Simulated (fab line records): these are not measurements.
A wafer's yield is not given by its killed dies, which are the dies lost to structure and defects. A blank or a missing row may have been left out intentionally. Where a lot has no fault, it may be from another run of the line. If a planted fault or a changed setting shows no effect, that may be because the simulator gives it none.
Matching of chambers / flow n5Finfet / 4 sister chambers for N5_BEOL_M0_SAQP_ETCH_106 on rieDiel-02
The step etches SOC in N2/H2, stops on SiNx, target depth 150 nm. 20 wafers are shown with their chamber, then 10 later ones without.

## WAFERS, EACH WITH ITS CHAMBER
wafer=L077.2; chamber=3; showerheadPlenumPTorr (Torr)=2.42; drypumpMotorCurrentA (A)=4.9; throttleValvePct (%)=18.07
wafer=L077.4; chamber=1; showerheadPlenumPTorr (Torr)=2.50; drypumpMotorCurrentA (A)=6.4; throttleValvePct (%)=17.79
wafer=L077.5; chamber=0; showerheadPlenumPTorr (Torr)=2.63; drypumpMotorCurrentA (A)=5.7; throttleValvePct (%)=18.13
wafer=L078.1; chamber=0; showerheadPlenumPTorr (Torr)=2.63; drypumpMotorCurrentA (A)=5.7; throttleValvePct (%)=18.13
wafer=L078.3; chamber=2; showerheadPlenumPTorr (Torr)=2.56; drypumpMotorCurrentA (A)=5.8; throttleValvePct (%)=18.10
wafer=L078.4; chamber=1; showerheadPlenumPTorr (Torr)=2.50; drypumpMotorCurrentA (A)=6.3; throttleValvePct (%)=17.79
wafer=L080.2; chamber=1; showerheadPlenumPTorr (Torr)=2.50; drypumpMotorCurrentA (A)=6.4; throttleValvePct (%)=17.78
wafer=L080.3; chamber=3; showerheadPlenumPTorr (Torr)=2.42; drypumpMotorCurrentA (A)=4.9; throttleValvePct (%)=18.09
wafer=L080.6; chamber=2; showerheadPlenumPTorr (Torr)=2.55; drypumpMotorCurrentA (A)=5.9; throttleValvePct (%)=18.08
wafer=L081.3; chamber=0; showerheadPlenumPTorr (Torr)=2.63; drypumpMotorCurrentA (A)=5.7; throttleValvePct (%)=18.15
wafer=L081.5; chamber=1; showerheadPlenumPTorr (Torr)=2.50; drypumpMotorCurrentA (A)=6.4; throttleValvePct (%)=17.78
wafer=L081.6; chamber=2; showerheadPlenumPTorr (Torr)=2.55; drypumpMotorCurrentA (A)=5.9; throttleValvePct (%)=18.10
wafer=L082.4; chamber=1; showerheadPlenumPTorr (Torr)=2.50; drypumpMotorCurrentA (A)=6.4; throttleValvePct (%)=17.78
wafer=L082.5; chamber=2; showerheadPlenumPTorr (Torr)=2.55; drypumpMotorCurrentA (A)=5.9; throttleValvePct (%)=18.10
wafer=L082.6; chamber=3; showerheadPlenumPTorr (Torr)=2.41; drypumpMotorCurrentA (A)=4.9; throttleValvePct (%)=18.09
wafer=L085.2; chamber=1; showerheadPlenumPTorr (Torr)=2.50; drypumpMotorCurrentA (A)=6.3; throttleValvePct (%)=17.80
wafer=L085.3; chamber=2; showerheadPlenumPTorr (Torr)=2.55; drypumpMotorCurrentA (A)=5.9; throttleValvePct (%)=18.10
wafer=L085.5; chamber=1; showerheadPlenumPTorr (Torr)=2.50; drypumpMotorCurrentA (A)=6.3; throttleValvePct (%)=17.79
wafer=L084.3; chamber=2; showerheadPlenumPTorr (Torr)=2.55; drypumpMotorCurrentA (A)=5.9; throttleValvePct (%)=18.11
wafer=L084.4; chamber=3; showerheadPlenumPTorr (Torr)=2.41; drypumpMotorCurrentA (A)=4.9; throttleValvePct (%)=18.09

SIGNATURES (averages over the wafers above)
reading=showerheadPlenumPTorr; chamber 0=2.6300; chamber 1=2.5000; chamber 2=2.5517; chamber 3=2.4150; scatter within a chamber=0.00339
reading=drypumpMotorCurrentA; chamber 0=5.700; chamber 1=6.357; chamber 2=5.883; chamber 3=4.900; scatter within a chamber=0.0399
reading=throttleValvePct; chamber 0=18.1367; chamber 1=17.7871; chamber 2=18.0983; chamber 3=18.0850; scatter within a chamber=0.00933
Rule: for a wafer and a chamber, the distance is found by dividing, reading by reading, the gap between the wafer's reading and the chamber's mean by the reading's scatter, squaring, summing and taking the root. The wafer belongs to the nearest chamber; if the next one is less than 2 further off, it can't be placed. The scatter: take each reading less its chamber's mean, square it, sum over the shown wafers, divide by the number of wafers less the number of chambers, and take the root.

## WAFERS WHOSE CHAMBER IS MISSING
wafer=L084.5; showerheadPlenumPTorr (Torr)=2.55; drypumpMotorCurrentA (A)=5.9; throttleValvePct (%)=18.09
wafer=L091.3; showerheadPlenumPTorr (Torr)=2.55; drypumpMotorCurrentA (A)=5.9; throttleValvePct (%)=18.13
wafer=L091.5; showerheadPlenumPTorr (Torr)=2.41; drypumpMotorCurrentA (A)=4.9; throttleValvePct (%)=18.14
wafer=L091.6; showerheadPlenumPTorr (Torr)=2.62; drypumpMotorCurrentA (A)=5.7; throttleValvePct (%)=17.71
wafer=L096.1; showerheadPlenumPTorr (Torr)=2.49; drypumpMotorCurrentA (A)=6.4; throttleValvePct (%)=17.41
wafer=L096.2; showerheadPlenumPTorr (Torr)=2.54; drypumpMotorCurrentA (A)=5.8; throttleValvePct (%)=18.14
wafer=L096.5; showerheadPlenumPTorr (Torr)=2.54; drypumpMotorCurrentA (A)=5.8; throttleValvePct (%)=18.15
wafer=L097.2; showerheadPlenumPTorr (Torr)=2.49; drypumpMotorCurrentA (A)=6.4; throttleValvePct (%)=17.41
wafer=L097.3; showerheadPlenumPTorr (Torr)=2.62; drypumpMotorCurrentA (A)=5.7; throttleValvePct (%)=17.74
wafer=L097.5; showerheadPlenumPTorr (Torr)=2.40; drypumpMotorCurrentA (A)=4.9; throttleValvePct (%)=18.16

## THE CHAMBER EACH PASSED THROUGH
wafer=L084.5; from the rows above=2; in truth=2
wafer=L091.3; from the rows above=2; in truth=2
wafer=L091.5; from the rows above=3; in truth=3
wafer=L091.6; from the rows above=1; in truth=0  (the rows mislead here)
wafer=L096.1; from the rows above=1; in truth=1
wafer=L096.2; from the rows above=2; in truth=2
wafer=L096.5; from the rows above=2; in truth=2
wafer=L097.2; from the rows above=1; in truth=1
wafer=L097.3; from the rows above=1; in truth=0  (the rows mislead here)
wafer=L097.5; from the rows above=3; in truth=3
8 of 10 placed correctly. Number that these rows cannot place: 0. Wrongly placed: 2.
